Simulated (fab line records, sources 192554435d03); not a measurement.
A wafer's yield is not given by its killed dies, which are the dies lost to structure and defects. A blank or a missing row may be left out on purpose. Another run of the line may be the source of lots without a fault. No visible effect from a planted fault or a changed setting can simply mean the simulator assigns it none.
Which of the tools did it? ; flow n5-finfet ; Sampling: 11 lots, 33 wafers, 5 of 1938 route steps

== WHAT EACH GAUGE READ, for each wafer ==
Not one reading of a measure or inspect step in the record can be checked against a usual standard deviation.

== EACH LOT AND THE TOOL THAT RAN IT (in order: tool; ch and the chambers of the sampled wafers; start) ==
lot;N5_BEOL_M4_SPUTTER_90;N5_BEOL_M4_ANNEAL_91;N5_BEOL_M5_ILD_DEP_00;N5_BEOL_M5_PECVD_70;N5_PASSIVATION_PROBE_49
L146;pvd-sputter-02, day 8 11:05;pvd-sputter-02, day 8 11:10;pecvd-04 ch 1,2, day 8 13:49;pecvd-04 ch 1,2, day 8 14:28;-
L148;pvd-sputter-03, day 9 03:39;pvd-sputter-03, day 9 03:44;pecvd-02 ch 0,1,2, day 9 06:24;pecvd-04 ch 0,1, day 9 07:09;-
L149;pvd-sputter-01, day 9 06:08;pvd-sputter-01, day 9 06:13;pecvd-02 ch 0,1, day 9 08:53;pecvd-01 ch 1,2, day 9 09:30;prober-02, day 13 16:16
L151;pvd-sputter-01, day 9 11:23;pvd-sputter-01, day 9 11:28;pecvd-01 ch 0,2, day 9 14:16;pecvd-02 ch 0,2, day 9 14:52;-
L154;pvd-sputter-03, day 10 10:51;pvd-sputter-03, day 10 10:56;pecvd-02 ch 0,1,2, day 10 13:35;pecvd-04 ch 0,1,2, day 10 14:12;-
L159;pvd-sputter-01, day 11 16:07;pvd-sputter-01, day 11 16:11;pecvd-01 ch 0,1,2, day 11 19:06;pecvd-02 ch 1,2, day 11 19:43;-
L160;pvd-sputter-02, day 11 19:28;pvd-sputter-02, day 11 19:32;pecvd-04 ch 0,1,2, day 11 22:50;pecvd-04 ch 0,2, day 11 23:29;-
L161;pvd-sputter-01, day 12 06:58;pvd-sputter-01, day 12 07:02;pecvd-01 ch 0,1,2, day 12 09:41;pecvd-01 ch 0,1, day 12 10:17;-
L162;pvd-sputter-03, day 12 17:16;pvd-sputter-03, day 12 17:20;pecvd-04 ch 0,1,2, day 12 20:03;pecvd-04 ch 0,1,2, day 12 20:40;-
L167;pvd-sputter-03, day 13 08:31;pvd-sputter-03, day 13 08:35;pecvd-04 ch 0,1, day 13 11:14;pecvd-01 ch 0,1, day 13 11:50;-
L166;pvd-sputter-01, day 14 00:23;pvd-sputter-01, day 14 00:28;pecvd-04 ch 1,2, day 14 03:06;pecvd-02 ch 1,2, day 14 03:43;-
- N5_BEOL_M4_SPUTTER_90: material Cu, target thk 4.5 nm, time 8.29 s.
- N5_BEOL_M4_ANNEAL_91: time 240 s.
- N5_BEOL_M5_ILD_DEP_00: deposits SiCOH lowk from DEMS/porogen, target thk 140.64 nm, time 25.9 s.
- N5_BEOL_M5_PECVD_70: deposits SiO2 from TEOS/O2, target thk 16 nm, time 18 s.
- N5_PASSIVATION_PROBE_49

== AS READ BY THE TOOLS THEMSELVES (means over the sampled wafers that have a number; for cases with no such wafer, the mark the record gives instead) ==
N5_BEOL_M4_SPUTTER_90.
lot;tool;chuck-gas-flow-sccm (sccm);throttle-valve-pct (%)
L146;pvd-sputter-02;1.29;28.9
L148;pvd-sputter-03;1.26;30.4
L149;pvd-sputter-01;1.27;30.9
L151;pvd-sputter-01;1.25;31.4
L154;pvd-sputter-03;1.25;29.6
L159;pvd-sputter-01;1.30;30.5
L160;pvd-sputter-02;1.25;29.4
L161;pvd-sputter-01;1.26;30.7
L162;pvd-sputter-03;1.26;30.5
L167;pvd-sputter-03;1.23;30.4
L166;pvd-sputter-01;1.26;30.1

N5_BEOL_M4_ANNEAL_91.
lot;tool;heater-power-w (W)
L146;pvd-sputter-02;887
L148;pvd-sputter-03;879
L149;pvd-sputter-01;878
L151;pvd-sputter-01;868
L154;pvd-sputter-03;833
L159;pvd-sputter-01;855
L160;pvd-sputter-02;890
L161;pvd-sputter-01;849
L162;pvd-sputter-03;866
L167;pvd-sputter-03;852
L166;pvd-sputter-01;866

N5_BEOL_M5_ILD_DEP_00.
lot;tool;chamber-pressure-Torr (Torr);heater-power-w (W);showerhead-plenum-p-Torr (Torr);susceptor-temp-C (C);throttle-valve-pct (%)
L146;pecvd-04;5.004;275;5.729;299.97;13.9
L148;pecvd-02;5.005;259;5.719;299.93;14.6
L149;pecvd-02;5.007;255;5.736;300.03;15.4
L151;pecvd-01;4.998;279;5.742;299.98;13.9
L154;pecvd-02;4.997;290;5.731;301.66;14.7
L159;pecvd-01;5.000;269;5.744;299.74;14.6
L160;pecvd-04;4.997;286;5.734;300.10;14.0
L161;pecvd-01;5.001;289;5.743;299.98;14.5
L162;pecvd-04;5.000;292;5.733;299.94;14.1
L167;pecvd-04;4.990;280;5.735;300.05;14.9
L166;pecvd-04;4.999;310;5.739;299.88;14.1

N5_BEOL_M5_PECVD_70.
lot;tool;chamber-pressure-Torr (Torr);heater-power-w (W);showerhead-plenum-p-Torr (Torr);throttle-valve-pct (%)
L146;pecvd-04;5.498;704;8.75;22.7
L148;pecvd-04;5.504;670;8.79;23.8
L149;pecvd-01;5.498;731;8.79;24.0
L151;pecvd-02;5.503;629;8.70;23.3
L154;pecvd-04;5.500;695;8.79;22.7
L159;pecvd-02;5.500;670;8.78;24.0
L160;pecvd-04;5.502;646;8.80;22.8
L161;pecvd-01;5.497;695;8.84;23.4
L162;pecvd-04;5.502;668;8.79;22.9
L167;pecvd-01;5.499;717;8.82;23.3
L166;pecvd-02;5.509;642;8.79;24.2

N5_PASSIVATION_PROBE_49.
lot;tool;defect-limited-yield (%);killed_at_M0_to_M3;killed_at_M4_up;killed-at-contacts;killed-at-front-end;killed-at-other;killed-dies;killed-open;killed-short;sort_bin_5_function (%);sort_bin_6_memory (%);sort_bin_8_speed (%);sort-n-pass;sort-yield-pct (%)
L149;prober-02;89.9;38;15;22;38;6.3;119;70;45;5.8;3.7;0.00;1061;89.9

== THE ANSWER, worked out from the rows above alone ==
Rule: usual is defined by the lots themselves. Put in order of their means at a reading, lots are off if they are a third of the lots or fewer, leave a main group of 4 or more, and stand apart from it by a gap of 3 or more times the standard deviation of the main group's means; of several such gaps the widest counts. A main group whose means are all the same, to the digits that the tables above print for the reading, isn't used. Also off: a lot with no number at a reading for which 4 or more lots have one. All remaining lots with rows at the step are treated as sound. First the gauges in route order, then the tools' own readings, where a lot's mean is used as printed above. At the first step where some lot is off, the reading lying furthest off is the one used; lots without a number count as furthest.
Off, at N5_BEOL_M5_ILD_DEP_00 on susceptor-temp-C: L154. For the main group the mean is 299.96 C and the standard deviation 0.095.
A tool fits if, at that step or a process step before it, it ran every lot that is off, and no sound lot after the first of them. One candidate fits, namely pecvd-02 at N5_BEOL_M5_ILD_DEP_00. A fault onset in the window from L149 (day 9 08:53, its last sound lot) to L154 (day 10 13:35, its first lot off) fits.
On the lots that are off, the tool's own readings at N5_BEOL_M5_ILD_DEP_00 differ by more than 5 times the standard deviation of the sound lots' means, which bears it out; susceptor-temp-C reads 301.66 C there versus 299.96 C on the sound lots.

== WHAT WAS PUT IN BY THE SIMULATOR ==
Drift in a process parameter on pecvd-02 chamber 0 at N5_BEOL_M5_ILD_DEP_00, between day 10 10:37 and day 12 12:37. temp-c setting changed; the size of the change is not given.
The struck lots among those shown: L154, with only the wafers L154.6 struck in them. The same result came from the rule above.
